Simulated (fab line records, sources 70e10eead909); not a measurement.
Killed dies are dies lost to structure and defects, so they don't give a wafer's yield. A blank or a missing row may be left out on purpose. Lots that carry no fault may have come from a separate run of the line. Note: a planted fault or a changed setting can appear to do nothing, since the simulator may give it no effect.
fab line records ; flow nand_harc
record lots=13; wafers=39; last_day=25
route steps=1159 shown THIN_TSV@1107 END@1159
lots that met no fault: taken from a fault-free run of the same line
start_h: start of the lot's first displayed wafer, in hours after the record's first day ; wait_h: time in hours since the lot's previous step ; " as in the row above ; L1.1+2: one row covering several wafers at once ; - no value present, or no start provided ; * or withheld: withheld ; < > ~ a bound
route shown NAME@n: names a module that has steps shown in the file, with the first one's number in the route ; usual: mean/standard deviation taken from wafers without a fault ; same: alike in all rows ; chamber/n: place in a boat ; sites: readings site by site ; _std_site: the values' standard deviation ; _edge_site: inner sites' mean taken away from outer sites' mean ; radius_mm: for every site, how far away it sits from the centre of the wafer ; mask NAME#n: copy n ; behind: tool/chamber where the wafer was last shaped ; hold: what put the lot on hold/how long, in hours/how the hold closed ; device: the transistor (n, p or np) that didn't switch ; end of line: at the end of the route, the tests of the same wafers ; a step without rows: its recipe alone ; killed: dies that structure and defects cost at the first sort, which is not the same as the wafer's yield ; map: dies across one wafer; x = killed, . = not, _ = none there
set.NAME: the setting the step ran with; set.NAME@STEP: the setting that earlier step ran with ; model.NAME: the simulator's own value behind a step, which no gauge read
steps of the route over a sample of lots; a table a step, a row a wafer
services: the hour from which a tool's chamber was out of use, counted from the record's first day as start_h (under 0 if before that day), plus the number of hours and why
## steps
# step NHARC_THIN_TSV_DEP_43
# recipe target_thk_a=13285; temp_c=withheld; pressure_torr=6.5; rf_w=900; teos_flow_sccm=161.4; flow_sccm=2650; target_thk_nm=1328.5; gas=O2; material=SiO2
# usual throttle_valve_pct=15.7/0.61
lot.wafer;tool;chamber;start_h;wait_h;throttle_valve_pct
L409.1;pecvd-04;0;436.15;-;14.8
L409.3;pecvd-04;2;436.15;-;15.8
L409.6;pecvd-04;0;436.15;-;15.0
L410.2;pecvd-04;0;437.41;-;14.9
L410.3;pecvd-04;0;437.41;-;14.8
L410.5;pecvd-04;2;437.41;-;15.5
L412.3;pecvd-04;2;438.93;-;15.6
L412.4;pecvd-04;0;438.93;-;14.8
L412.6;pecvd-04;1;438.93;-;15.5
L421.1;pecvd-01;1;520.92;-;15.4
L421.3;pecvd-01;2;520.92;-;16.7
L421.6;pecvd-01;1;520.92;-;15.7
L422.3;pecvd-04;1;522.18;-;15.8
L422.2;pecvd-04;2;522.18;-;15.5
L422.5;pecvd-04;2;522.18;-;15.5
L427.1;pecvd-04;1;533.70;-;16.1
L427.4;pecvd-04;1;533.70;-;16.0
L427.3;pecvd-04;2;533.70;-;15.9
L425.2;pecvd-01;2;536.21;-;16.8
L425.6;pecvd-01;0;536.21;-;16.4
L425.5;pecvd-01;2;536.21;-;16.9
L426.3;pecvd-01;0;539.31;-;16.6
L426.1;pecvd-01;1;539.31;-;15.8
L426.6;pecvd-01;0;539.31;-;16.6
L428.1;pecvd-04;1;543.75;-;16.1
L428.5;pecvd-04;1;543.75;-;15.9
L428.6;pecvd-04;0;543.75;-;15.0
L429.1;pecvd-04;2;545.09;-;15.5
L429.2;pecvd-04;1;545.09;-;16.1
L429.4;pecvd-04;0;545.09;-;15.1
L430.1;pecvd-04;1;550.72;-;16.0
L430.3;pecvd-04;2;550.72;-;15.7
L430.4;pecvd-04;0;550.72;-;15.0
L432.2;pecvd-04;0;554.83;-;15.1
L432.4;pecvd-04;2;554.83;-;15.6
L432.5;pecvd-04;1;554.83;-;16.1
L431.2;pecvd-02;2;561.93;-;15.2
L431.5;pecvd-02;0;561.93;-;16.7
L431.6;pecvd-02;2;561.93;-;15.1
# step NHARC_THIN_TSV_STRIP_45
# recipe power_w=1500; temp_c=250; chemistry=O2
# usual drypump_motor_current_A=5.6/0.34; heater_power_w=314/19; temp_c=250.01/0.19
lot.wafer;tool;chamber;start_h;wait_h;drypump_motor_current_A;heater_power_w;rf_hours_counter_h;temp_c
L409.1;plasma_asher-01;1;438.16;0.1;6.2;311;52;249.81
L409.3;plasma_asher-01;1;438.16;0.1;6.1;320;-;250.05
L409.6;plasma_asher-01;0;438.16;0.1;5.3;363;-;249.82
L410.2;plasma_asher-01;1;439.29;0.1;6.1;311;52;250.04
L410.3;plasma_asher-01;1;439.29;0.1;6.1;322;-;249.77
L410.5;plasma_asher-01;0;439.29;0.1;5.3;341;-;250.18
L412.4;plasma_asher-02;1;440.82;0.2;5.7;302;-;249.96
L412.3;plasma_asher-02;0;440.82;0.2;5.2;310;-;250.05
L412.6;plasma_asher-02;1;440.82;0.2;5.7;302;-;249.76
L421.1;plasma_asher-01;0;522.88;0.1;5.3;344;20;250.25
L421.3;plasma_asher-01;0;522.88;0.1;5.4;346;-;250.18
L421.6;plasma_asher-01;1;522.88;0.1;6.2;297;-;249.94
L422.2;plasma_asher-02;0;524.00;0.1;5.3;320;51;249.96
L422.3;plasma_asher-02;0;524.00;0.1;5.3;309;-;250.38
L422.5;plasma_asher-02;1;524.00;0.1;5.7;299;-;249.92
L427.1;plasma_asher-01;1;535.82;0.1;6.1;303;24;250.01
L427.3;plasma_asher-01;0;535.82;0.1;5.3;330;-;250.00
L427.4;plasma_asher-01;1;535.82;0.1;6.1;297;-;249.79
L425.2;plasma_asher-01;0;538.39;0.1;5.4;343;26;249.85
L425.5;plasma_asher-01;1;538.39;0.1;6.1;297;-;250.03
L425.6;plasma_asher-01;0;538.39;0.1;5.4;345;-;249.55
L426.1;plasma_asher-01;0;542.35;1.3;5.4;334;29;249.87
L426.3;plasma_asher-01;0;542.35;1.3;5.4;338;-;249.91
L426.6;plasma_asher-01;0;542.35;1.3;5.3;343;-;249.94
L428.1;plasma_asher-01;0;546.89;1.4;5.4;348;34;250.26
L428.6;plasma_asher-01;0;546.89;1.4;5.3;339;-;250.42
L428.5;plasma_asher-01;1;546.89;1.4;6.1;305;-;250.06
L429.2;plasma_asher-02;1;547.89;1.0;5.7;298;1;249.92
L429.1;plasma_asher-02;0;547.89;1.0;5.2;312;1;250.20
L429.4;plasma_asher-02;0;547.89;1.0;5.3;301;-;250.25
L430.1;plasma_asher-02;0;552.59;0.1;5.3;303;3;249.97
L430.3;plasma_asher-02;1;552.59;0.1;5.7;293;-;249.95
L430.4;plasma_asher-02;0;552.59;0.1;5.3;315;-;250.17
L432.2;plasma_asher-02;1;556.69;0.1;5.7;293;3;250.06
L432.4;plasma_asher-02;0;556.69;0.1;5.3;310;-;250.02
L432.5;plasma_asher-02;0;556.69;0.1;5.3;306;-;250.51
L431.2;plasma_asher-01;0;563.76;0.1;5.4;338;40;250.30
L431.6;plasma_asher-01;1;563.76;0.1;6.1;303;-;250.21
L431.5;plasma_asher-01;0;563.76;0.1;5.4;342;-;250.02
# step NHARC_THIN_TSV_PRE_CLEAN_54
# recipe time_s=30; temp_c=280; gas=H2/He
# usual heater_power_w=402/36
lot.wafer;tool;chamber;start_h;wait_h;heater_power_w
L409.3;pvd_sputter-01;-;442.66;0.1;430
L409.1;pvd_sputter-01;-;442.66;0.1;381
L409.6;pvd_sputter-01;-;442.66;0.1;380
L410.2;pvd_sputter-02;-;443.31;0.0;408
L410.3;pvd_sputter-02;-;443.31;0.0;402
L410.5;pvd_sputter-02;-;443.31;0.0;400
L412.4;pvd_sputter-03;-;444.59;0.0;396
L412.3;pvd_sputter-03;-;444.59;0.0;490
L412.6;pvd_sputter-03;-;444.59;0.0;375
L421.1;pvd_sputter-01;-;526.71;0.1;382
L421.3;pvd_sputter-01;-;526.71;0.1;375
L421.6;pvd_sputter-01;-;526.71;0.1;401
L422.2;pvd_sputter-01;-;528.09;0.1;407
L422.3;pvd_sputter-01;-;528.09;0.1;394
L422.5;pvd_sputter-01;-;528.09;0.1;343
L427.1;pvd_sputter-03;-;539.69;0.1;377
L427.4;pvd_sputter-03;-;539.69;0.1;472
L427.3;pvd_sputter-03;-;539.69;0.1;464
L425.2;pvd_sputter-03;-;542.51;0.1;482
L425.5;pvd_sputter-03;-;542.51;0.1;389
L425.6;pvd_sputter-03;-;542.51;0.1;477
L426.3;pvd_sputter-01;-;548.16;0.1;380
L426.1;pvd_sputter-01;-;548.16;0.1;335
L426.6;pvd_sputter-01;-;548.16;0.1;391
L428.1;pvd_sputter-03;-;550.80;0.1;467
L428.6;pvd_sputter-03;-;550.80;0.1;376
L428.5;pvd_sputter-03;-;550.80;0.1;469
L429.1;pvd_sputter-01;-;551.68;0.0;401
L429.4;pvd_sputter-01;-;551.68;0.0;398
L429.2;pvd_sputter-01;-;551.68;0.0;332
L430.4;pvd_sputter-01;-;556.43;0.1;380
L430.1;pvd_sputter-01;-;556.43;0.1;365
L430.3;pvd_sputter-01;-;556.43;0.1;348
L432.4;pvd_sputter-02;-;560.67;0.0;399
L432.2;pvd_sputter-02;-;560.67;0.0;408
L432.5;pvd_sputter-02;-;560.67;0.0;399
L431.2;pvd_sputter-01;-;567.74;0.1;411
L431.6;pvd_sputter-01;-;567.74;0.1;386
L431.5;pvd_sputter-01;-;567.74;0.1;376
# step NHARC_THIN_TSV_PVD_24
# recipe target_thk_a=8000; power_w=withheld; chamber_pressure_pa=withheld; substrate_temp_c=withheld; time_s=withheld; gas=Ar; material=Al
lot.wafer;tool;chamber;start_h;wait_h
L409.3+1+6;pvd_sputter-01;-;442.94;0.2
L410.3+2+5;pvd_sputter-02;-;443.54;0.1
L412.3+4+6;pvd_sputter-03;-;444.81;0.1
L421.3+1+6;pvd_sputter-01;-;526.98;0.1
L422.3+2+5;pvd_sputter-01;-;528.43;0.2
L427.3+1+4;pvd_sputter-03;-;539.92;0.1
L425.2+6+5;pvd_sputter-03;-;542.83;0.2
L426.1+3+6;pvd_sputter-01;-;548.48;0.2
L428.1+5+6;pvd_sputter-03;-;551.05;0.1
L429.1+4+2;pvd_sputter-01;-;551.90;0.1
L430.4+3+1;pvd_sputter-01;-;556.67;0.2
L432.2+4+5;pvd_sputter-02;-;560.90;0.1
L431.2+6+5;pvd_sputter-01;-;568.10;0.2
# step NHARC_END_SORT_01
# recipe temp_c=25
# usual defect_limited_yield=95.0/1.6; killed_at_array=30/10; killed_at_other=0.5/0.82; killed_at_periphery=2.9/2; killed_dies=34/11; killed_open=3.2/1.8; killed_short=2.0/1.4; sort_bin_2_pct=1.5/0.68; sort_bin_3_pct=0.28/0.21; sort_bin_4_pct=3.1/0.97; sort_n_pass=643/11; sort_rim_yield_pct=94.6/2.9; sort_yield_pct=95.0/1.6
# same gross_dies=677; sort_bin_5_pct[%]=0; sort_bin_6_pct[%]=0; sort_bin_7_pct[%]=0; sort_bin_8_pct[%]=0; sort_rim_n_gross=106.00
lot.wafer;tool;chamber;start_h;wait_h;defect_limited_yield[%];killed_at_array;killed_at_other;killed_at_periphery;killed_dies;killed_open;killed_short;sort_bin_2_pct[%];sort_bin_3_pct[%];sort_bin_4_pct[%];sort_n_pass;sort_rim_yield_pct[%];sort_yield_pct[%]
L412.3;prober-02;0;459.89;3.1;95.7;27;0;2;29;1;1;0.7;0.15;3.4;648;92.5;95.7
L412.4;prober-02;0;460.67;3.4;95.1;32;0;1;33;3;2;2.2;0;2.7;644;96.2;95.1
L412.6;prober-02;0;462.25;3.9;95.7;28;1;0;29;3;3;1.0;0.30;3.0;648;97.2;95.7
L421.1;prober-01;0;536.54;2.5;0;15;660;2;677;1;1;98.2;0.15;1.6;0;0;0
L421.3;prober-01;0;538.13;3.1;0;16;657;4;677;5;2;98.1;0.30;1.6;0;0;0
L421.6;prober-01;0;540.51;4.0;0;17;654;6;677;3;3;97.2;0.30;2.5;0;0;0
L422.2;prober-02;0;544.82;2.8;0;40;634;3;677;1;1;95.9;0;4.1;0;0;0
L422.3;prober-02;0;545.63;3.1;0;39;638;0;677;0;3;96.0;0.30;3.7;0;0;0
L422.5;prober-02;0;547.26;3.7;0;45;629;3;677;4;2;95.4;0.30;4.3;0;0;0
L427.1;prober-01;0;550.84;2.5;96.0;20;2;5;27;1;1;1.2;0.15;2.7;650;96.2;96.0
L427.3;prober-01;0;552.44;3.1;97.5;12;0;5;17;1;2;0.6;0.15;1.8;660;95.3;97.5
L427.4;prober-01;0;553.23;3.4;96.2;21;0;5;26;4;4;1.0;0.30;2.5;651;98.1;96.2
# killed by level:class
L412.3 A_CHANNEL_HOLE_D1:chamber_film_flake=10 A_SLIT:chamber_film_flake=10 A_CONTACT:chamber_film_flake=4 A_SGD_CUT:geometric_particle:short=1 A_CONTACT:geometric_particle:open=1 P_ZERO_WELL:chamber_film_flake=1 P_GATE:chamber_film_flake=1 A_STAIRCASE:chamber_film_flake=1
L412.4 A_SLIT:chamber_film_flake=11 A_CHANNEL_HOLE_D1:chamber_film_flake=10 A_CONTACT:chamber_film_flake=4 A_STAIRCASE:chamber_film_flake=3 P_M0:geometric_particle:short=1 A_ONON_D1:geometric_particle:open=1 A_CHANNEL_FILL_D1:geometric_particle:short=1 A_SGD_CUT:geometric_particle:open=1
L412.6 A_SLIT:chamber_film_flake=11 A_CHANNEL_HOLE_D1:chamber_film_flake=8 A_STAIRCASE:chamber_film_flake=2 A_CONTACT:chamber_film_flake=2 A_ONON_D1:geometric_particle:open=1 A_WL_FILL:geometric_particle:open=1 A_CONTACT:geometric_particle:short=1 A_M0:geometric_particle:short=1
L421.1 THIN_TSV:area_pvd=659 A_CHANNEL_HOLE_D1:chamber_film_flake=5 A_ZERO_WELL:chamber_film_flake=3 A_STAIRCASE:chamber_film_flake=2 A_WL_FILL:chamber_film_flake=2 A_ONON_D1:geometric_particle:open=1 A_SGD_CUT:geometric_particle:short=1 P_GATE:chamber_film_flake=1
L421.3 THIN_TSV:area_pvd=657 A_CHANNEL_HOLE_D1:chamber_film_flake=4 A_STAIRCASE:chamber_film_flake=4 A_M0:geometric_particle:open=2 P_STI:geometric_particle:open=1 P_M0:geometric_particle:short=1 P_M0:geometric_particle:open=1 A_CHANNEL_HOLE_D1:geometric_particle:short=1
L421.6 THIN_TSV:area_pvd=653 A_CHANNEL_HOLE_D1:chamber_film_flake=7 P_GATE:chamber_film_flake=3 A_STAIRCASE:chamber_film_flake=3 A_ZERO_WELL:chamber_film_flake=2 P_CONTACT:geometric_particle:open=1 P_CONTACT:geometric_particle:short=1 P_M1:geometric_particle:open=1
L422.2 THIN_TSV:area_pvd=634 A_CHANNEL_HOLE_D1:chamber_film_flake=14 A_SLIT:chamber_film_flake=13 A_STAIRCASE:chamber_film_flake=5 A_CONTACT:chamber_film_flake=5 P_GATE:chamber_film_flake=2 A_SGD_CUT:geometric_particle:short=1 A_WL_FILL:geometric_particle:open=1
L422.3 THIN_TSV:area_pvd=637 A_CHANNEL_HOLE_D1:chamber_film_flake=12 A_SLIT:chamber_film_flake=11 A_STAIRCASE:chamber_film_flake=8 A_CONTACT:chamber_film_flake=3 A_ONON_D1:geometric_particle:short=1 A_CHANNEL_HOLE_D1:geometric_particle:short=1 A_SGD_CUT:geometric_particle:short=1
L422.5 THIN_TSV:area_pvd=629 A_SLIT:chamber_film_flake=17 A_CHANNEL_HOLE_D1:chamber_film_flake=16 A_STAIRCASE:chamber_film_flake=4 A_CONTACT:chamber_film_flake=3 P_CONTACT:geometric_particle:short=1 P_M0:geometric_particle:open=1 A_SOURCE_PLATE:geometric_particle:open=1
L427.1 A_CONTACT:chamber_film_flake=8 P_ZERO_WELL:chamber_film_flake=5 A_CHANNEL_HOLE_D1:chamber_film_flake=5 A_SGD_CUT:chamber_film_flake=2 A_WL_FILL:chamber_film_flake=2 THIN_TSV:chamber_film_flake=2 A_WL_FILL:geometric_particle:short=1 A_CONTACT:geometric_particle:open=1
L427.3 A_CHANNEL_HOLE_D1:chamber_film_flake=5 P_STI:chamber_film_flake=3 A_SGD_CUT:chamber_film_flake=2 A_CONTACT:chamber_film_flake=2 P_M0:geometric_particle:open=1 A_CHANNEL_FILL_D1:geometric_particle:short=1 A_M0:geometric_particle:short=1 P_ZERO_WELL:chamber_film_flake=1
L427.4 A_CHANNEL_HOLE_D1:chamber_film_flake=10 P_ZERO_WELL:chamber_film_flake=4 A_CONTACT:chamber_film_flake=4 A_SGD_CUT:geometric_particle:short=2 P_CONTACT:geometric_particle:open=1 A_ONON_D1:geometric_particle:short=1 A_SGD_CUT:geometric_particle:open=1 A_WL_FILL:geometric_particle:short=1
## services
tool;chamber;start_h;hours;kind
pecvd-04;-;414.04;1.8;repair
pecvd-01;-;418.14;13.0;pm
pecvd-04;1;433.42;4.3;repair
pecvd-02;-;435.24;22.6;repair
plasma_asher-01;-;453.00;9.0;pm
plasma_asher-01;0;453.00;9.0;vent_cycle
plasma_asher-01;1;453.00;9.0;vent_cycle
pvd_sputter-03;-;458.00;10.0;pm
plasma_asher-01;0;462.00;-;clean
plasma_asher-01;1;462.00;-;clean
pvd_sputter-02;-;478.67;1.3;repair
pecvd-01;-;482.25;5.7;repair
pvd_sputter-01;-;514.00;10.0;pm
pecvd-02;-;515.22;13.0;pm
pecvd-04;0;531.00;5.6;repair
plasma_asher-02;-;537.56;9.0;pm
plasma_asher-02;0;537.56;9.0;vent_cycle
pecvd-04;-;547.48;1.4;repair
pvd_sputter-02;-;551.19;6.5;repair
pecvd-01;2;555.00;8.3;repair
pecvd-04;-;557.68;13.0;pm
pecvd-04;0;557.68;13.0;vent_cycle
pecvd-04;1;557.68;13.0;vent_cycle
pecvd-04;2;557.68;13.0;vent_cycle
## key
first_sign step=NHARC_END_SORT_01; reading=killed_at_other; direction=up; sigmas=99+; usual=0.5; struck=645.3
effect step=NHARC_END_SORT_01; reading=sort_bin_2_pct; direction=up; sigmas=99+; usual=1.5; struck=96.8
more_kills_born_at NHARC_THIN_TSV_PVD_24@pvd_sputter-01=3869
met_at NHARC_THIN_TSV_PVD_24
struck_lots L421,L422
later_rows_left_out L421.1,L421.3,L421.6,L422.2,L422.3,L422.5
not_acting_at NHARC_THIN_TSV_DEP_43,NHARC_THIN_TSV_STRIP_45,NHARC_THIN_TSV_PRE_CLEAN_54
onset_between 442.94 526.98
fault kind=skipped_step_whole; tool=pvd_sputter-01; chamber=-; onset_h=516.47; steps=NHARC_THIN_TSV_PVD_24; scope=struck_lots_only
# later_rows_left_out: the simulator's readings of these wafers behind a module that went badly wrong aren't trusted and aren't shown, but for the sort
